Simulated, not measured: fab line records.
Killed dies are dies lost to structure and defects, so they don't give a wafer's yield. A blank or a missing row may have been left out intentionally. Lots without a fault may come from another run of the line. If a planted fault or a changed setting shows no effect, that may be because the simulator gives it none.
fab line records	flow n5Finfet
record lots=9	wafers=27	lastDay=18
route steps=1938 shown FIN_CUT@169 BEOL_M4@1111 PASSIVATION@1936
lots with no fault: from the same line, run without faults
startH: hours from the record's opening day to when the first of the lot's shown wafers began	waitH: hours elapsed since this lot's preceding step	" same as the row above	L1.1+2: a single row standing in for several wafers	- no value, or no start was given	* or withheld: withheld	< > ~ a bound
route shown NAME@n: names a module that has steps shown in the file, with the first one's number in the route	usual: the fault-free wafers' mean and standard deviation	same: alike in all rows	chamber/n: place in a boat	sites: the reading at each site	_std_site: standard deviation of those values	_edge_site: outer sites' mean less inner sites'	radiusMm: how far each site lies from the wafer's centre	mask NAME#n: copy n	behind: the most recent tool/chamber to have shaped the wafer	hold: the reason the lot was held/the length of the hold in hours/how it ended	device: which transistor (n, p or np) failed to switch	end of line: tests of these same wafers at the route's end	a step without rows: its recipe alone	killed: dies lost to structure and defects at the first sort, not the wafer's yield	map: shows each die of a wafer: x if killed, . if not, _ if none is there
set.NAME: the setting the step ran with; set.NAME@STEP: the setting that earlier step ran with	model.NAME: the simulator's own value behind a step, which no gauge read
route steps across a sampled set of lots; one table per step, one row per wafer
services: when a tool's chamber went out of use (startH, in hours from the record's first day, below 0 if earlier), for how many hours, and the reason
## steps
# step N5_FIN_CUT_ETCH_21
# recipe chemistry=N2/H2	target=SOC	targetDepthA=2190	overetchA=438	maskMaterial=SiARC	tempC=40	ionEnergyEv=100	biasW=61	timeS=523.5	pressureMtorr=30	sourceW=850	n2FlowSccm=200	h2FlowSccm=200
# usual drypumpMotorCurrentA=5.79/0.27	n2FlowSccm=200.0/0.59	oesProductAu=0.74/0.078	rfVppV=241.2/1.3	showerheadPlenumPTorr=2.57/0.078	throttleValvePct=17.8/0.31
lot.wafer	tool	chamber	startH	waitH	drypumpMotorCurrentA	n2FlowSccm	oesProductAu	rfHoursCounterH	rfVppV	showerheadPlenumPTorr	throttleValvePct
L914.2	rieDiel-03	2	58.24	0.0	5.70	199.8	0.88	12	242.9	2.71	17.4
L914.3	"	1	"	"	6.37	200.6	0.70	126	241.1	2.66	17.4
L914.6	"	1	"	"	6.34	200.0	0.71	-	242.3	2.66	17.4
L916.1	rieDiel-05	2	69.78	0.0	6.09	199.8	0.68	162	239.1	2.45	18.1
L916.3	"	3	"	"	5.63	199.2	0.63	244	241.6	2.59	18.0
L916.6	"	0	"	"	5.62	199.8	0.64	-	241.8	2.62	17.6
L917.4	rieDiel-06	1	76.21	0.0	5.41	201.1	0.73	121	241.9	2.66	17.9
L917.5	"	2	"	"	5.83	200.1	0.72	-	241.8	2.56	18.1
L917.6	"	1	"	"	5.44	200.7	0.73	-	241.0	2.66	17.9
L919.1	rieDiel-03	0	90.49	0.0	5.63	200.2	0.89	7	241.3	2.62	17.8
L919.4	"	2	"	"	5.71	199.0	0.85	23	242.8	2.71	17.4
L919.6	"	0	"	"	5.62	200.5	0.88	-	241.8	2.62	17.8
L920.2	rieDiel-03	2	93.37	0.0	5.72	200.2	0.85	23	241.6	2.71	17.3
L920.3	"	3	"	"	5.45	199.3	0.75	93	240.8	2.48	18.0
L920.4	"	0	"	"	5.61	199.8	0.89	8	242.5	2.62	17.8
L924.3	rieDiel-06	2	120.09	0.0	5.83	201.0	0.71	148	241.0	2.55	18.1
L924.4	"	1	"	"	5.41	200.6	0.72	136	243.0	2.66	18.0
L924.6	"	3	"	"	5.86	200.5	0.81	-	239.7	2.47	17.2
L926.2	rieDiel-06	3	130.62	0.0	5.86	199.5	0.82	38	241.4	2.47	17.2
L926.4	"	0	"	"	6.10	199.2	0.67	195	240.2	2.51	17.8
L926.5	"	1	"	"	5.41	200.3	0.71	-	241.3	2.66	17.9
L929.3	rieDiel-05	2	146.80	0.0	6.03	199.9	0.65	187	240.2	2.44	18.1
L929.4	"	3	"	"	5.64	199.2	0.85	12	241.9	2.59	17.6
L929.5	"	0	"	"	5.60	200.8	0.62	-	241.3	2.61	17.7
L930.2	rieDiel-06	0	153.66	0.0	6.15	200.5	0.66	201	241.1	2.51	17.8
L930.3	"	3	"	"	5.84	199.6	0.81	45	241.2	2.47	17.3
L930.5	"	0	"	"	6.13	200.7	0.67	-	241.6	2.51	17.8
# step N5_FIN_CUT_STRIP_24
# recipe chemistry=CF4	resist=SiARC	powerW=300	biasPowerW=75	pressureMtorr=50	cf4FlowSccm=150	rfFrequencyHz=6e+07
# usual drypumpMotorCurrentA=5.78/0.27	oesProductAu=0.79/0.083	rfVppV=271.5/1.4	showerheadPlenumPTorr=1.81/0.056	throttleValvePct=13.53/0.27
lot.wafer	tool	chamber	startH	waitH	drypumpMotorCurrentA	oesProductAu	rfHoursCounterH	rfVppV	showerheadPlenumPTorr	throttleValvePct
L914.2	rieDiel-03	2	58.57	0.0	5.72	0.93	13	274.5	1.91	13.16
L914.3	"	1	"	"	6.29	0.75	126	272.7	1.86	13.21
L914.6	"	1	"	"	6.33	0.76	-	273.9	1.86	13.24
L916.1	rieDiel-05	2	70.11	0.0	6.05	0.72	162	268.5	1.73	13.85
L916.3	"	3	"	"	5.63	0.67	244	270.2	1.84	13.93
L916.6	"	0	"	"	5.63	0.69	-	274.6	1.85	13.56
L917.4	rieDiel-06	1	76.53	0.0	5.40	0.78	121	274.1	1.88	13.61
L917.5	"	2	"	"	5.84	0.77	-	270.8	1.80	13.72
L917.6	"	1	"	"	5.40	0.78	-	273.1	1.88	13.63
L919.1	rieDiel-03	0	90.82	0.0	5.59	0.95	8	273.0	1.85	13.34
L919.4	"	2	"	"	5.71	0.92	23	273.7	1.91	13.18
L919.6	"	0	"	"	5.57	0.95	-	273.1	1.85	13.34
L920.2	rieDiel-03	2	93.69	0.0	5.69	0.91	23	272.1	1.91	13.20
L920.3	"	3	"	"	5.47	0.82	93	270.6	1.74	13.59
L920.4	"	0	"	"	5.60	0.95	8	272.1	1.85	13.35
L924.3	rieDiel-06	2	120.41	0.0	5.84	0.75	148	271.1	1.80	13.73
L924.4	"	1	"	"	5.42	0.76	136	272.8	1.87	13.64
L924.6	"	3	"	"	5.86	0.87	-	269.9	1.74	13.08
L926.2	rieDiel-06	3	130.94	0.0	5.83	0.88	38	270.3	1.74	13.08
L926.4	"	0	"	"	6.13	0.72	195	271.5	1.78	13.74
L926.5	"	1	"	"	5.42	0.76	-	272.3	1.87	13.66
L929.3	rieDiel-05	2	147.13	0.0	6.05	0.70	187	270.0	1.72	13.89
L929.4	"	3	"	"	5.62	0.90	13	271.3	1.84	13.40
L929.5	"	0	"	"	5.65	0.67	-	271.8	1.85	13.63
L930.2	rieDiel-06	0	153.99	0.0	6.12	0.72	202	270.2	1.77	13.73
L930.3	"	3	"	"	5.86	0.86	45	271.8	1.74	13.10
L930.5	"	0	"	"	6.11	0.72	-	271.2	1.77	13.73
# step N5_FIN_CUT_PRECLEAN_35
# recipe timeS=13.3	tempC=45	pressureTorr=125	pHfTorr=3	pCoreactantTorr=25	chemistry=vHF
# usual drypumpMotorCurrentA=5.85/0.22	forelinePTorr=0.1280/0.00037
lot.wafer	tool	chamber	startH	waitH	drypumpMotorCurrentA	forelinePTorr
L914.2	vaporEtch-02	1	58.70	0.0	5.37	0.1279
L914.3	"	1	"	"	5.36	0.1283
L914.6	"	1	"	"	5.37	0.1278
L916.1	vaporEtch-02	1	70.24	0.0	5.36	0.1280
L916.3	"	1	"	"	5.35	0.1277
L916.6	"	1	"	"	5.36	0.1278
L917.4	vaporEtch-02	1	76.69	0.1	5.38	0.1283
L917.5	"	1	"	"	5.38	0.1282
L917.6	"	0	"	"	5.91	0.1277
L919.1	vaporEtch-02	0	90.95	0.0	5.88	0.1282
L919.4	"	1	"	"	5.37	0.1278
L919.6	"	1	"	"	5.36	0.1281
L920.2	vaporEtch-01	1	93.83	0.0	6.03	0.1285
L920.3	"	1	"	"	6.05	0.1279
L920.4	"	0	"	"	5.91	0.1275
L924.3	vaporEtch-02	0	120.57	0.1	5.91	0.1286
L924.4	"	1	"	"	5.37	0.1282
L924.6	"	1	"	"	5.37	0.1281
L926.2	vaporEtch-01	0	131.08	0.0	5.92	0.1280
L926.4	"	0	"	"	5.88	0.1281
L926.5	"	1	"	"	6.02	0.1283
L929.3	vaporEtch-01	0	147.28	0.1	5.89	0.1284
L929.4	"	1	"	"	5.98	0.1283
L929.5	"	0	"	"	5.90	0.1280
L930.2	vaporEtch-01	1	154.12	0.0	5.99	0.1280
L930.3	"	0	"	"	5.89	0.1283
L930.5	"	1	"	"	6.01	0.1285
# step N5_FIN_CUT_CUT_ETCH_15
# recipe chemistry=HBr/Cl2/O2	target=Si	targetDepthA=1000	btTimeS=10	maskMaterial=SOC	timeS=42.4	ionEnergyEv=*	biasW=*	pressureMtorr=10	icpW=800	HBr_flow_sccm=150	Cl2_flow_sccm=80	O2_flow_sccm=12
# usual drypumpMotorCurrentA=5.7/0.5	oes_o_777_au=0.99/0.03	oesProductAu=1.003/0.017	throttleValvePct=37.15/0.2
lot.wafer	tool	chamber	startH	waitH	drypumpMotorCurrentA	oes_o_777_au	oesProductAu	rfHoursCounterH	throttleValvePct
L914.2	rieSi-02	0	58.78	0.1	5.6	0.98	0.999	43	36.87
L914.3	"	3	"	"	6.0	1.02	0.970	130	37.38
L914.6	"	2	"	"	5.4	0.95	0.992	-	37.05
L916.1	rieSi-02	0	70.32	0.1	5.5	1.00	0.991	44	36.86
L916.3	"	2	"	"	5.4	0.96	0.988	3	37.04
L916.6	"	2	"	"	5.4	0.96	0.983	-	37.07
L917.4	rieSi-03	3	76.75	0.0	6.1	0.98	0.986	103	36.96
L917.5	"	2	"	"	5.5	1.03	1.001	-	37.47
L917.6	"	3	"	"	6.1	0.97	0.990	-	36.97
L919.1	rieSi-01	0	91.03	0.1	6.1	1.01	1.040	149	37.14
L919.4	"	3	"	"	6.7	1.03	1.016	195	37.16
L919.6	"	1	"	"	5.3	0.97	1.004	-	36.83
L920.2	rieSi-01	3	93.91	0.1	6.7	1.03	1.003	195	37.16
L920.3	"	0	"	"	6.2	1.01	1.022	149	37.12
L920.4	"	2	"	"	5.8	1.01	1.030	195	37.15
L924.3	rieSi-03	1	120.63	0.0	5.2	0.95	0.997	4	37.34
L924.4	"	0	"	"	4.7	1.01	1.017	12	37.15
L924.6	"	2	"	"	5.5	1.03	1.014	-	37.47
L926.2	rieSi-02	0	131.16	0.1	5.5	1.00	0.999	45	36.85
L926.4	"	1	"	"	6.4	1.03	1.009	41	37.36
L926.5	"	2	"	"	5.4	0.95	0.985	-	37.05
L929.3	rieSi-01	1	147.34	0.0	5.3	0.98	1.004	37	36.83
L929.4	"	2	"	"	5.8	0.98	0.993	-	37.17
L929.5	"	1	"	"	5.4	0.97	1.006	-	36.85
L930.2	rieSi-02	1	154.20	0.1	6.4	1.03	1.018	42	37.35
L930.3	"	3	"	"	5.9	1.02	0.982	132	37.39
L930.5	"	1	"	"	6.4	1.03	1.016	-	37.37
# step N5_FIN_CUT_INSPECT_17
# recipe inspectInstrument=brightfield	mode=aei
# usual rawDefectCount=228/61
lot.wafer	tool	chamber	startH	waitH	rawDefectCount
L914.2	defectInspect-01	-	59.09	0.0	134
L914.3	"	-	"	"	217
L914.6	"	-	"	"	283
L916.1	defectInspect-01	-	70.67	0.0	246
L916.3	"	-	"	"	432
L916.6	"	-	"	"	279
L917.4	defectInspect-02	-	77.03	0.0	251
L917.5	"	-	"	"	268
L917.6	"	-	"	"	231
L919.1	defectInspect-01	-	91.31	0.0	640
L919.4	"	-	"	"	659
L919.6	"	-	"	"	648
L920.2	defectInspect-01	-	94.36	0.0	186
L920.3	"	-	"	"	221
L920.4	"	-	"	"	235
L924.3	defectInspect-02	-	120.95	0.0	690
L924.4	"	-	"	"	705
L924.6	"	-	"	"	585
L926.2	defectInspect-01	-	131.45	0.0	209
L926.4	"	-	"	"	161
L926.5	"	-	"	"	293
L929.3	defectInspect-02	-	147.62	0.0	282
L929.4	"	-	"	"	154
L929.5	"	-	"	"	124
L930.2	defectInspect-01	-	154.49	0.0	165
L930.3	"	-	"	"	230
L930.5	"	-	"	"	89
# step N5_BEOL_M4_RC_MEAS_101
# usual DIBL_N=36.0/2	DIBL_P=36.2/2.2	IOFF_N=0.16/0.034	IOFF_P=0.21/0.04	ION_N=675/12	ION_P=463/7.2	SS_N=71.6/0.6	SS_P=73.3/0.67	VT_N=250/3	VT_P=-251/3.4
lot.wafer	tool	chamber	startH	waitH	DIBL_N[mV/V]	DIBL_P[mV/V]	IOFF_N[nA/um]	IOFF_P[nA/um]	ION_N[uA/um]	ION_P[uA/um]	SS_N[mV/dec]	SS_P[mV/dec]	VT_N[mV]	VT_P[mV]
L914.2	prober-02	0	215.35	0.2	34.2	32.2	0.12	0.14	656	450	71.6	72.6	253	-257
L914.3	"	0	"	"	31.3	29.9	0.10	0.12	651	447	70.8	72.2	254	-256
L914.6	"	0	"	"	34.5	33.6	0.13	0.16	661	454	70.8	72.6	250	-257
L916.1	prober-01	0	217.68	0.0	38.6	39.9	0.24	0.29	697	474	72.4	74.3	242	-245
L916.3	"	0	"	"	36.6	37.6	0.20	0.25	680	462	71.6	73.6	245	-248
L916.6	"	0	"	"	37.7	38.0	0.22	0.26	693	470	72.3	73.6	245	-248
L917.4	prober-01	0	221.73	0.5	36.0	34.2	0.13	0.16	669	453	71.8	73.8	254	-255
L917.5	"	0	"	"	38.7	37.7	0.18	0.20	673	453	72.5	73.7	253	-253
L917.6	"	0	"	"	37.0	36.6	0.14	0.19	679	460	72.0	73.5	252	-254
L919.1	prober-02	0	234.64	0.0	35.9	37.2	0.18	0.21	686	464	71.9	73.5	248	-253
L919.4	"	0	"	"	36.1	37.2	0.19	0.22	687	464	71.7	73.9	248	-251
L919.6	"	0	"	"	36.6	37.4	0.19	0.22	688	462	72.1	73.7	248	-252
L920.2	prober-01	0	242.75	0.2	40.9	40.8	0.20	0.26	700	469	71.1	75.2	247	-249
L920.3	"	0	"	"	40.6	40.0	0.20	0.25	687	466	71.7	74.1	247	-249
L920.4	"	0	"	"	39.4	38.3	0.18	0.22	697	470	71.0	74.0	249	-250
L924.3	prober-01	0	268.27	0.3	35.6	35.2	0.16	0.23	679	463	71.4	73.3	251	-246
L924.4	"	0	"	"	39.0	39.3	0.24	0.31	697	477	72.2	74.0	246	-245
L924.6	"	0	"	"	35.0	34.8	0.16	0.22	673	461	71.5	73.1	249	-247
L926.2	prober-02	0	279.87	0.2	34.0	35.0	0.12	0.19	664	466	70.8	73.1	256	-253
L926.4	"	0	"	"	35.0	35.1	0.13	0.19	669	453	71.7	73.5	253	-253
L926.5	"	0	"	"	33.0	33.5	0.11	0.17	653	459	70.2	72.1	256	-252
L929.3	prober-02	0	309.24	0.3	38.0	38.2	0.18	0.23	675	462	71.4	74.1	250	-248
L929.4	"	0	"	"	38.9	39.1	0.20	0.27	683	470	72.0	74.2	248	-247
L929.5	"	0	"	"	38.2	38.4	0.18	0.23	682	469	72.5	74.7	248	-247
L930.2	prober-02	0	314.82	0.2	36.8	36.9	0.16	0.20	672	463	71.1	73.5	249	-253
L930.3	"	0	"	"	38.6	37.4	0.20	0.21	692	465	71.9	73.9	247	-251
L930.5	"	0	"	"	34.2	32.8	0.13	0.16	664	452	71.2	71.9	252	-254
# step N5_PASSIVATION_PROBE_49
# usual defectLimitedYield=91.5/1.5	killed_at_M0_to_M3=33/10	killed_at_M4_up=15/6.4	killedAtContacts=12/5.4	killedAtFrontEnd=38/9.8	killedAtOther=4/3.1	killedDies=101/18	killedOpen=67/14	killedShort=33/7.9	sort_bin_5_function=5.0/1	sort_bin_6_memory=3.2/0.67	sortNPass=1079/18	sortYieldPct=91.5/1.5
# same grossDies=1180	killedAtBackSide=0	sort_bin_4_leakage[%]=0	sort_bin_8_speed[%]=0
lot.wafer	tool	chamber	startH	waitH	defectLimitedYield[%]	killed_at_M0_to_M3	killed_at_M4_up	killedAtContacts	killedAtFrontEnd	killedAtOther	killedDies	killedOpen	killedShort	sort_bin_5_function[%]	sort_bin_6_memory[%]	sortNPass	sortYieldPct[%]
L916.1	prober-02	-	330.82	0.0	87.5	50	35	12	50	0	147	112	35	7.7	4.4	1033	87.5
L916.3	prober-02	-	330.92	0.1	87.7	35	29	28	46	7	145	102	40	7.6	4.2	1035	87.7
L916.6	prober-02	-	331.07	0.3	88.5	41	30	4	58	3	136	88	46	6.5	4.7	1044	88.5
L917.4	prober-02	-	349.04	0.2	91.1	28	21	8	41	7	105	67	36	5.8	2.8	1075	91.1
L917.5	prober-02	-	349.09	0.2	89.6	48	10	13	45	7	123	71	49	5.8	4.3	1057	89.6
L917.6	prober-02	-	349.14	0.3	91.8	50	5	13	25	4	97	58	39	4.4	3.5	1083	91.8
L919.1	prober-01	-	350.56	0.0	84.2	22	11	5	137	12	187	46	26	9.4	3.9	993	84.2
L919.4	prober-01	-	350.71	0.2	83.0	20	19	12	145	5	201	56	37	10.4	4.4	979	83.0
L919.6	prober-01	-	350.81	0.3	84.7	18	6	13	140	4	181	51	26	10.0	3.1	999	84.7
L914.2	prober-02	-	361.65	0.1	91.8	48	5	15	27	2	97	58	38	5.5	2.5	1083	91.8
L914.3	prober-02	-	361.70	0.1	89.7	50	16	18	35	2	121	76	44	5.7	4.5	1059	89.7
L914.6	prober-02	-	361.85	0.3	89.7	58	10	13	39	1	121	84	36	6.7	3.3	1059	89.7
L920.2	prober-02	-	376.88	0.1	92.1	22	17	11	40	3	93	62	31	3.7	3.8	1087	92.1
L920.4	prober-02	-	376.98	0.2	92.5	22	9	12	39	6	88	57	29	3.9	3.1	1092	92.5
L924.3	prober-01	-	397.53	0.1	84.4	22	12	4	145	1	184	43	26	9.8	3.6	996	84.4
L924.4	prober-01	-	397.58	0.2	85.3	20	13	4	135	2	174	48	24	9.3	3.1	1006	85.3
L924.6	prober-01	-	397.68	0.3	85.7	20	9	9	127	4	169	37	28	8.7	3.6	1011	85.7
L926.2	prober-02	-	404.50	0.1	90.8	29	20	11	46	2	108	77	27	5.8	3.4	1072	90.8
L926.4	prober-02	-	404.60	0.2	91.1	42	17	3	38	5	105	66	36	4.8	3.6	1075	91.1
L926.5	prober-02	-	404.65	0.2	90.8	30	18	20	36	4	108	79	28	5.0	4.1	1072	90.8
L930.2	prober-01	-	435.42	0.1	90.1	50	20	10	34	3	117	81	36	5.5	3.9	1063	90.1
L930.3	prober-01	-	435.47	0.1	92.5	34	13	4	34	4	89	52	35	4.8	2.5	1091	92.5
L930.5	prober-01	-	435.57	0.2	93.8	29	14	7	21	2	73	49	23	3.7	2.5	1107	93.8
# killed by level:class
L916.1 FIN_SAQP:geometricParticle:open=19 BEOL_M4:geometricParticle:open=19 BEOL_M3:geometricParticle:open=14 FIN_SAQP:geometricParticle:short=11 BEOL_M1:geometricParticle:open=11 BEOL_M0_SAQP:geometricParticle:open=10 STI_FIN_REVEAL:geometricParticle:open=8 DUMMY_GATE:geometricParticle:open=8
L916.3 MOL_CONTACT_COAG:geometricParticle:open=26 BEOL_M4:geometricParticle:open=12 BEOL_M0_SAQP:geometricParticle:open=11 GATE_CUT:geometricParticle:short=10 FIN_SAQP:geometricParticle:open=7 BEOL_M0_SAQP:geometricParticle:short=7 STI_FIN_REVEAL:geometricParticle:open=6 BEOL_M3:geometricParticle:open=6
L916.6 FIN_SAQP:geometricParticle:open=18 FIN_SAQP:geometricParticle:short=14 BEOL_M4:geometricParticle:open=14 BEOL_M0_SAQP:geometricParticle:short=11 STI_FIN_REVEAL:geometricParticle:open=10 BEOL_M0_SAQP:geometricParticle:open=9 BEOL_M3:geometricParticle:open=8 BEOL_M1:geometricParticle:open=5
L917.4 FIN_SAQP:geometricParticle:short=8 MOL_CONTACT_COAG:geometricParticle:open=7 BEOL_M0_SAQP:geometricParticle:short=7 BEOL_M0_SAQP:geometricParticle:open=7 BEOL_M2:geometricParticle:open=7 BEOL_M4:geometricParticle:open=7 FIN_SAQP:geometricParticle:open=6 BEOL_M3:geometricParticle:open=4
L917.5 BEOL_M0_SAQP:geometricParticle:short=20 BEOL_M2:geometricParticle:open=12 FIN_SAQP:geometricParticle:open=11 FIN_SAQP:geometricParticle:short=10 MOL_CONTACT_COAG:geometricParticle:open=10 STI_FIN_REVEAL:geometricParticle:open=8 BEOL_M0_SAQP:geometricParticle:open=5 BEOL_M4:geometricParticle:open=5
L917.6 BEOL_M0_SAQP:geometricParticle:open=15 BEOL_M0_SAQP:geometricParticle:short=12 BEOL_M2:geometricParticle:open=12 MOL_CONTACT_COAG:geometricParticle:short=7 MOL_CONTACT_COAG:geometricParticle:open=6 BEOL_M1:geometricParticle:open=4 GATE_CUT:geometricParticle:short=4 FIN_SAQP:geometricParticle:short=3
L919.1 FIN_CUT:unspecified=115 FIN_SAQP:geometricParticle:short=8 BEOL_M1:geometricParticle:open=7 PASS1_CAP:geometricParticle:short=6 MOL_CONTACT_COAG:geometricParticle:open=5 BEOL_M4:geometricParticle:open=5 PASS1_CAP:geometricParticle:open=5 BEOL_M0_SAQP:geometricParticle:short=4
L919.4 FIN_CUT:unspecified=106 MOL_CONTACT_COAG:geometricParticle:open=9 BEOL_M4:geometricParticle:open=7 FIN_SAQP:geometricParticle:short=5 GATE_CUT:geometricParticle:open=5 BEOL_M0_SAQP:geometricParticle:short=5 BEOL_M0_SAQP:geometricParticle:open=5 BEOL_M5:geometricParticle:open=5
L919.6 FIN_CUT:unspecified=103 FIN_SAQP:geometricParticle:open=13 MOL_CONTACT_COAG:geometricParticle:open=10 FIN_SAQP:geometricParticle:short=7 BEOL_M1:geometricParticle:open=5 GATE_CUT:geometricParticle:short=4 BEOL_M3:geometricParticle:open=4 STI_FIN_REVEAL:geometricParticle:open=3
L914.2 BEOL_M0_SAQP:geometricParticle:short=14 BEOL_M0_SAQP:geometricParticle:open=13 MOL_CONTACT_COAG:geometricParticle:open=12 BEOL_M1:geometricParticle:open=10 BEOL_M3:geometricParticle:open=5 FIN_SAQP:geometricParticle:open=4 ILD0:geometricParticle:short=4 GATE_CUT:geometricParticle:short=4
L914.3 MOL_CONTACT_COAG:geometricParticle:open=14 BEOL_M0_SAQP:geometricParticle:short=13 STI_FIN_REVEAL:geometricParticle:open=12 BEOL_M1:geometricParticle:open=11 BEOL_M3:geometricParticle:open=8 BEOL_M0_SAQP:geometricParticle:open=6 BEOL_M1:geometricParticle:short=6 BEOL_M4:geometricParticle:open=5
L914.6 BEOL_M1:geometricParticle:open=18 MOL_CONTACT_COAG:geometricParticle:open=13 STI_FIN_REVEAL:geometricParticle:open=12 BEOL_M0_SAQP:geometricParticle:short=11 BEOL_M3:geometricParticle:open=9 BEOL_M2:geometricParticle:open=7 FIN_SAQP:geometricParticle:short=6 GATE_CUT:geometricParticle:short=6
L920.2 FIN_SAQP:geometricParticle:open=16 BEOL_M0_SAQP:geometricParticle:short=12 BEOL_M4:geometricParticle:open=12 STI_FIN_REVEAL:geometricParticle:open=10 MOL_CONTACT_COAG:geometricParticle:open=8 FIN_SAQP:geometricParticle:short=4 BEOL_M0_SAQP:geometricParticle:open=4 GATE_CUT:geometricParticle:short=3
L920.4 STI_FIN_REVEAL:geometricParticle:open=13 MOL_CONTACT_COAG:geometricParticle:open=11 BEOL_M0_SAQP:geometricParticle:short=8 FIN_SAQP:geometricParticle:open=5 BEOL_M0_SAQP:geometricParticle:open=5 FIN_SAQP:geometricParticle:short=4 BEOL_M2:geometricParticle:open=4 MIM_TOP:geometricParticle:open=4
L924.3 FIN_CUT:unspecified=115 STI_FIN_REVEAL:geometricParticle:open=8 FIN_SAQP:geometricParticle:short=7 BEOL_M0_SAQP:geometricParticle:short=6 BEOL_M4:geometricParticle:open=6 BEOL_M0:geometricParticle:open=4 FIN_SAQP:geometricParticle:open=3 BEOL_M3:geometricParticle:short=3
L924.4 FIN_CUT:unspecified=101 FIN_SAQP:geometricParticle:short=9 STI_FIN_REVEAL:geometricParticle:open=8 BEOL_M0_SAQP:geometricParticle:open=6 FIN_SAQP:geometricParticle:open=5 BEOL_M4:geometricParticle:open=5 MOL_CONTACT_COAG:geometricParticle:open=4 ILD0:geometricParticle:short=3
L924.6 FIN_CUT:unspecified=104 BEOL_M0_SAQP:geometricParticle:open=8 FIN_SAQP:geometricParticle:short=5 MOL_CONTACT_COAG:geometricParticle:open=5 FIN_SAQP:geometricParticle:open=4 MOL_CONTACT_COAG:geometricParticle:short=4 BEOL_M0_SAQP:geometricParticle:short=4 BEOL_M4:geometricParticle:open=4
L926.2 BEOL_M1:geometricParticle:open=12 MOL_CONTACT_COAG:geometricParticle:open=10 STI_FIN_REVEAL:geometricParticle:open=8 BEOL_M4:geometricParticle:open=8 BEOL_M3:geometricParticle:open=7 FIN_SAQP:geometricParticle:open=6 FIN_SAQP:geometricParticle:short=6 DUMMY_GATE:geometricParticle:open=4
L926.4 STI_FIN_REVEAL:geometricParticle:open=12 BEOL_M1:geometricParticle:open=10 BEOL_M4:geometricParticle:open=10 BEOL_M2:geometricParticle:open=9 STARTING-WAFER:geometricParticle:short=6 BEOL_M0_SAQP:geometricParticle:open=5 FIN_SAQP:geometricParticle:open=3 BEOL_M0_SAQP:geometricParticle:short=3
L926.5 MOL_CONTACT_COAG:geometricParticle:open=15 BEOL_M1:geometricParticle:open=9 BEOL_M4:geometricParticle:open=8 STI_FIN_REVEAL:geometricParticle:open=7 MOL_CONTACT_COAG:geometricParticle:short=5 BEOL_M3:geometricParticle:open=5 FIN_SAQP:geometricParticle:open=4 DUMMY_GATE:geometricParticle:open=4
L930.2 BEOL_M0_SAQP:geometricParticle:open=13 FIN_SAQP:geometricParticle:short=11 BEOL_M0_SAQP:geometricParticle:short=11 MOL_CONTACT_COAG:geometricParticle:open=10 BEOL_M0:geometricParticle:open=10 FIN_SAQP:geometricParticle:open=7 BEOL_M4:geometricParticle:open=7 DUMMY_GATE:geometricParticle:open=6
L930.3 BEOL_M0_SAQP:geometricParticle:open=11 FIN_SAQP:geometricParticle:short=10 BEOL_M0_SAQP:geometricParticle:short=10 FIN_SAQP:geometricParticle:open=8 STI_FIN_REVEAL:geometricParticle:open=5 MOL_CONTACT_COAG:geometricParticle:open=4 GATE_CUT:geometricParticle:short=3 BEOL_M1:geometricParticle:open=3
L930.5 BEOL_M0_SAQP:geometricParticle:open=8 BEOL_M0_SAQP:geometricParticle:short=6 BEOL_M4:geometricParticle:open=6 BEOL_M2:geometricParticle:open=5 MOL_CONTACT_COAG:geometricParticle:open=4 FIN_SAQP:geometricParticle:short=3 DUMMY_GATE:geometricParticle:open=3 MOL_CONTACT_COAG:geometricParticle:short=3
## services
tool	chamber	startH	hours	kind
rieDiel-05	2	35.38	8.6	repair
rieSi-02	-	42.19	3.0	repair
rieDiel-05	-	46.87	0.3	repair
rieDiel-03	0	48.10	-	clean
rieDiel-03	0	48.10	-	consumableReplace:focusRing
rieDiel-03	0	48.10	18.4	scheduledDown
rieDiel-03	0	48.10	18.4	ventCycle
vaporEtch-02	-	57.66	0.5	repair
rieDiel-05	2	72.79	5.3	repair
rieSi-03	-	82.09	16.0	repair
rieDiel-05	3	85.04	-	clean
rieDiel-05	3	85.04	-	consumableReplace:focusRing
rieDiel-05	3	85.04	23.4	scheduledDown
rieDiel-05	3	85.04	23.4	ventCycle
rieDiel-06	0	85.75	15.1	repair
rieDiel-06	2	92.67	2.6	repair
rieSi-03	-	104.03	0.5	repair
rieSi-03	0	107.02	1.7	repair
vaporEtch-01	0	112.75	10.5	repair
rieSi-02	1	118.40	3.7	repair
rieDiel-03	2	120.54	4.1	repair
rieSi-01	0	123.44	7.7	repair
rieSi-01	2	131.19	-	clean
rieSi-03	1	148.49	7.6	repair
## key
firstSign step=N5_FIN_CUT_INSPECT_17	reading=rawDefectCount	direction=up	sigmas=7	usual=228	struck=654
effect step=N5_PASSIVATION_PROBE_49	reading=killedAtFrontEnd	direction=up	sigmas=10	usual=38	struck=138
moreKillsBornAt N5_FIN_CUT_PRECLEAN_35@vaporEtch-02=644
metAt N5_FIN_CUT_PRECLEAN_35
struckLots L919,L924
notActingAt N5_FIN_CUT_ETCH_21,N5_FIN_CUT_STRIP_24,N5_FIN_CUT_CUT_ETCH_15
onsetBetween 76.69 90.95
fault kind=chamberParticleSource	tool=vaporEtch-02	chamber=-	onsetH=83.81	steps=N5_FIN_CUT_PRECLEAN_35	ratePerVisitCm2=0.69761	endH=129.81
